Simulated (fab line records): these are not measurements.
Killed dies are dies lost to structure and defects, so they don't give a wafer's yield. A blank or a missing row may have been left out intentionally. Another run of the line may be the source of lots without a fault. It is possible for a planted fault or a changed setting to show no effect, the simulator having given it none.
Matching of chambers	flow n5-finfet	rie-diel-03 running N5_MOL_CONTACT_COAG_ETCH_15: 4 sister chambers
The step etches SiNx in CH3F/O2, stops on Si:P, target depth 7 nm. 22 wafers are shown with their chamber, then 11 later ones without.

WAFERS PAIRED WITH THEIR CHAMBERS
wafer	chamber	showerhead-plenum-p-Torr (Torr)	rf-vpp-V (V)	drypump-motor-current-A (A)
L074.4	3	1.97	286	5.5
L074.5	0	2.08	304	5.8
L074.6	2	1.90	289	5.9
L076.3	2	1.90	288	5.8
L076.4	0	2.07	303	5.8
L076.5	0	2.07	305	5.8
L078.1	0	2.07	304	5.8
L078.3	2	1.90	288	5.8
L078.6	0	2.07	305	5.8
L082.1	0	2.07	305	5.8
L082.2	2	1.90	288	5.9
L082.3	1	2.02	301	5.8
L084.1	2	1.90	289	5.9
L084.3	0	2.07	305	5.8
L084.6	0	2.07	306	5.8
L085.3	0	2.07	306	5.8
L085.4	3	1.97	286	5.5
L085.6	3	1.97	287	5.5
L088.3	0	2.06	302	5.8
L088.4	2	1.89	289	5.9
L088.6	2	1.89	289	5.8
L090.2	3	1.96	287	5.5

SIGNATURES (averages over the wafers above)
reading	chamber 0	chamber 1	chamber 2	chamber 3	scatter within a chamber
showerhead-plenum-p-Torr	2.0700	2.0200	1.8971	1.9675	0.00482
rf-vpp-V	304.50	301.00	288.57	286.50	0.978
drypump-motor-current-A	5.800	5.800	5.857	5.500	0.0309
Rule: for each reading, subtract the chamber's mean from the wafer's reading, divide by that reading's scatter and square the result; add these up over the readings and take the root, which gives the wafer's distance from the chamber. If the next closest chamber is less than 2 further off than the closest, the wafer can't be placed; otherwise it belongs to the closest. The scatter is the square root of a quotient: the sum, over the shown wafers, of each reading's squared deviation from its chamber's mean, divided by wafers minus chambers.

WAFERS WITH NO CHAMBER GIVEN
wafer	showerhead-plenum-p-Torr (Torr)	rf-vpp-V (V)	drypump-motor-current-A (A)
L090.4	2.06	304	5.8
L090.6	2.06	304	5.8
L091.1	1.96	286	5.5
L091.3	1.89	287	5.8
L091.6	1.96	285	5.5
L093.1	2.02	302	5.8
L093.2	2.06	304	5.8
L093.5	1.89	289	5.9
L095.1	1.89	288	5.9
L095.3	2.01	300	5.8
L095.5	1.89	288	5.9

EACH ONE'S CHAMBER
wafer	from the rows above	in truth
L090.4	0	0
L090.6	0	0
L091.1	3	3
L091.3	2	2
L091.6	3	3
L093.1	1	1
L093.2	0	0
L093.5	2	2
L095.1	2	2
L095.3	1	1
L095.5	2	2
11 of 11 placed correctly. Left unplaced by these rows: 0. Wrongly placed: 0.
